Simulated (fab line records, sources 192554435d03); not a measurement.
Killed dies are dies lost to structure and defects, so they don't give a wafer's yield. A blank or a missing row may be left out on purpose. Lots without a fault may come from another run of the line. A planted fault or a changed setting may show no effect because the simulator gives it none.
Which tool did it? | flow n5_finfet | 11 lots, 32 wafers sampled, at 4 steps of a route of 1938

WHAT THE GAUGES READ, wafer by wafer
The record holds no reading of a measuring or inspecting step that can be judged against a usual standard deviation.

WHICH TOOL RAN EACH LOT (tool, then ch and the chambers of the sampled wafers, then the start)
lot  | N5_HKMG_FIN_ALD_21                 | N5_PASSIVATION_VIA_ETCH_13         | N5_PASSIVATION_ETCH_15                        | N5_PASSIVATION_PROBE_49
L252 | ald_metal-02 ch 1,2,3, day 4 05:30 | rie_diel-05 ch 0,1,2, day 11 23:35 | rie_diel-05 ch 0,1,2, no start                | -
L253 | ald_metal-01 ch 0,2, day 4 12:29   | rie_diel-05 ch 2,3, day 12 01:02   | rie_diel-05 ch 2,3, no start                  | -
L254 | ald_metal-02 ch 0,1, day 4 17:40   | rie_diel-05 ch 0,1,3, day 12 04:45 | rie_diel-05 ch 0,1,3, no start                | -
L256 | ald_metal-03 ch 1,2,3, day 5 10:19 | rie_diel-01 ch 0,3, day 12 21:27   | rie_diel-01 ch 0,3, no start                  | -
L259 | ald_metal-01 ch 0,1,3, day 6 05:05 | rie_diel-05 ch 0,1,2, day 13 14:34 | rie_diel-05 ch 0,1,2, day 13 21:17 or earlier | prober-01, day 13 21:17
L260 | ald_metal-03 ch 1,2,3, day 6 09:43 | rie_diel-05 ch 0,1, day 14 16:24   | rie_diel-05 ch 0,1, no start                  | -
L263 | ald_metal-01 ch 0,1,2, day 7 01:02 | rie_diel-01 ch 0,1, day 15 11:14   | rie_diel-01 ch 0,1, day 15 18:41 or earlier   | prober-01, day 15 18:41
L267 | ald_metal-01 ch 0,2,3, day 8 00:52 | rie_diel-01 ch 1,2, day 16 19:01   | rie_diel-01 ch 1,2, day 17 01:47 or earlier   | prober-02, day 17 01:47
L269 | ald_metal-02 ch 1,2,3, day 8 12:32 | rie_diel-01 ch 1,2, day 16 15:21   | rie_diel-01 ch 1,2, no start                  | -
L270 | ald_metal-02 ch 1,2, day 8 19:29   | rie_diel-05 ch 0,1,3, day 17 01:13 | rie_diel-05 ch 0,1,3, no start                | -
L275 | ald_metal-01 ch 1,2, day 10 03:19  | rie_diel-05 ch 1,2, day 17 19:05   | rie_diel-05 ch 1,2, no start                  | -
- N5_HKMG_FIN_ALD_21: deposits TiN, target thk 1.5 nm, pulse time 1 s, purge time 3 s.
- N5_PASSIVATION_VIA_ETCH_13: etches SiO2 in CHF3/O2, target depth 660 nm, time 330 s.
- N5_PASSIVATION_ETCH_15: etches SiCN in CF4/N2, target depth 75 nm, time 81.2 s.
- N5_PASSIVATION_PROBE_49

WHAT THE TOOLS THEMSELVES READ (means of the sampled wafers that have a number; where no wafer has one, the mark that the record gives instead)
N5_HKMG_FIN_ALD_21. Usual: heater_power_w 873 W, standard deviation 97; precursor_pulse_height_rel 0.999, standard deviation 0.019.
lot  | tool         | heater_power_w (W) | precursor_pulse_height_rel | flag
L252 | ald_metal-02 | 829                | 0.989                      |
L253 | ald_metal-01 | 900                | 0.986                      |
L254 | ald_metal-02 | 899                | 1.007                      |
L256 | ald_metal-03 | 815                | 0.989                      |
L259 | ald_metal-01 | 892                | 0.995                      |
L260 | ald_metal-03 | 828                | 0.997                      |
L263 | ald_metal-01 | 931                | 1.009                      |
L267 | ald_metal-01 | 915                | 0.981                      |
L269 | ald_metal-02 | 814                | 1.015                      |
L270 | ald_metal-02 | 783                | 1.009                      |
L275 | ald_metal-01 | 1041               | 1.002                      |

N5_PASSIVATION_VIA_ETCH_13. Usual: drypump_motor_current_A 5.8 A, standard deviation 0.42; etch_rf_on_time_s 239 s, standard deviation 4.7; oes_f_703_au 0.75 a.u., standard deviation 0.08; oes_product_au 0.68 a.u., standard deviation 0.077; rf_vpp_V 527 V, standard deviation 11; showerhead_plenum_p_Torr 2.41 Torr, standard deviation 0.09; throttle_valve_pct 18.97 %, standard deviation 0.22.
lot  | tool        | drypump_motor_current_A (A) | etch_rf_on_time_s (s) | oes_f_703_au (a.u.) | oes_product_au (a.u.) | rf_vpp_V (V) | showerhead_plenum_p_Torr (Torr) | throttle_valve_pct (%) | flag
L252 | rie_diel-05 | 5.7                         | 238                   | 0.73                | 0.67                  | 528          | 2.44                            | 19.10                  |
L253 | rie_diel-05 | 5.6                         | 240                   | 0.70                | 0.62                  | 518          | 2.48                            | 19.04                  |
L254 | rie_diel-05 | 5.7                         | 238                   | 0.73                | 0.66                  | 536          | 2.44                            | 19.12                  |
L256 | rie_diel-01 | 5.7                         | 241                   | 0.74                | 0.66                  | 523          | 2.30                            | 19.07                  |
L259 | rie_diel-05 | 5.7                         | 241                   | 0.73                | 0.65                  | 528          | 2.43                            | 19.12                  |
L260 | rie_diel-05 | 5.8                         | 239                   | 0.75                | 0.69                  | 542          | 2.45                            | 19.12                  |
L263 | rie_diel-01 | 6.2                         | 237                   | 0.76                | 0.70                  | 522          | 2.33                            | 19.01                  |
L267 | rie_diel-01 | 6.3                         | 236                   | 0.75                | 0.69                  | 528          | 2.43                            | 18.89                  |
L269 | rie_diel-01 | 6.3                         | 243                   | 0.75                | 0.70                  | 528          | 2.43                            | 18.89                  |
L270 | rie_diel-05 | 5.7                         | 242                   | 0.77                | 0.71                  | 535          | 2.42                            | 19.03                  |
L275 | rie_diel-05 | 5.7                         | 242                   | 0.74                | 0.67                  | 523          | 2.35                            | 19.17                  |

N5_PASSIVATION_ETCH_15. Usual: drypump_motor_current_A 5.8 A, standard deviation 0.42; oes_product_au 0.75 a.u., standard deviation 0.085; rf_vpp_V 382.1 V, standard deviation 2.2; showerhead_plenum_p_Torr 2.20 Torr, standard deviation 0.083; throttle_valve_pct 15.53 %, standard deviation 0.23.
lot  | tool        | drypump_motor_current_A (A) | oes_product_au (a.u.) | rf_vpp_V (V) | showerhead_plenum_p_Torr (Torr) | throttle_valve_pct (%) | flag
L252 | rie_diel-05 | 5.7                         | 0.73                  | 382.5        | 2.23                            | 15.65                  |
L253 | rie_diel-05 | 5.6                         | 0.70                  | 384.6        | 2.26                            | 15.59                  |
L254 | rie_diel-05 | 5.7                         | 0.73                  | 383.5        | 2.22                            | 15.64                  |
L256 | rie_diel-01 | 5.7                         | 0.72                  | 379.3        | 2.11                            | 15.64                  |
L259 | rie_diel-05 | 5.7                         | 0.73                  | 382.8        | 2.23                            | 15.66                  |
L260 | rie_diel-05 | 5.8                         | 0.75                  | 383.4        | 2.23                            | 15.65                  |
L263 | rie_diel-01 | 6.2                         | 0.76                  | 379.9        | 2.14                            | 15.61                  |
L267 | rie_diel-01 | 6.3                         | 0.76                  | 383.1        | 2.24                            | 15.51                  |
L269 | rie_diel-01 | 6.3                         | 0.76                  | 382.5        | 2.24                            | 15.51                  |
L270 | rie_diel-05 | 5.7                         | 0.78                  | 382.1        | 2.21                            | 15.54                  |
L275 | rie_diel-05 | 5.7                         | 0.74                  | 381.0        | 2.15                            | 15.67                  |

N5_PASSIVATION_PROBE_49. Usual: defect_limited_yield 91.0 %, standard deviation 1.3; killed_at_M0_to_M3 36, standard deviation 9.5; killed_at_M4_up 14, standard deviation 5.6; killed_at_contacts 12, standard deviation 6.4; killed_at_front_end 40, standard deviation 10; killed_at_other 3.2, standard deviation 3; killed_dies 107, standard deviation 15; killed_on_rim 15, standard deviation 4.5; killed_open 69, standard deviation 12; killed_short 35, standard deviation 7.7; sort_bin_5_function 5.3 %, standard deviation 0.91; sort_bin_6_memory 3.3 %, standard deviation 0.65; sort_n_pass 1073, standard deviation 15; sort_yield_pct 91.0 %, standard deviation 1.3.
lot  | tool      | defect_limited_yield (%) | killed_at_M0_to_M3 | killed_at_M4_up | killed_at_contacts | killed_at_front_end | killed_at_other | killed_dies | killed_on_rim | killed_open | killed_short | sort_bin_5_function (%) | sort_bin_6_memory (%) | sort_n_pass | sort_yield_pct (%) | flag
L259 | prober-01 | 92.3                     | 29                 | 12              | 9                  | 38                  | 3.3             | 91          | 11            | 62          | 27           | 4.3                     | 3.0                   | 1089        | 92.3               |
L263 | prober-01 | 82.1                     | 28                 | 8               | 9                  | 162                 | 3.0             | 211         | 26            | 55          | 37           | 11.0                    | 4.2                   | 969         | 82.1               | OFF
L267 | prober-02 | 81.0                     | 36                 | 17              | 7                  | 155                 | 8.7             | 224         | 29            | 63          | 38           | 11.7                    | 4.3                   | 956         | 81.0               | OFF

THE ANSWER, worked out from the rows above alone
Rule: a lot is off if the mean of its wafers that have a number lies more than 3 standard deviations from the usual mean. A lot without any number at a reading at which 4 lots or more have one is off too. The other lots that the step has rows for count as sound. The gauges are gone through in route order, then the tools' own readings, and for those a lot's mean is taken as printed above. The first step at which some lot is off is used, and at that step the reading that is off furthest; a lot without a number counts as furthest.
Off: L263, L267, at N5_PASSIVATION_PROBE_49 (killed_at_front_end). Neither off nor sound, because the step has no rows for them: L252, L253, L254, L256, L260, L269, L270, L275.
A tool fits if, at that step or a process step before it, it ran every lot that is off, and no sound lot after the first of them. N5_PASSIVATION_ETCH_15 gives no start for some lots, so the hours and the order of its lots are those of N5_PASSIVATION_PROBE_49. Can't be told from this: 2 tools fit, ald_metal-01 at N5_HKMG_FIN_ALD_21, rie_diel-01 at N5_PASSIVATION_VIA_ETCH_13 and N5_PASSIVATION_ETCH_15.

WHAT THE SIMULATOR HAD PUT IN
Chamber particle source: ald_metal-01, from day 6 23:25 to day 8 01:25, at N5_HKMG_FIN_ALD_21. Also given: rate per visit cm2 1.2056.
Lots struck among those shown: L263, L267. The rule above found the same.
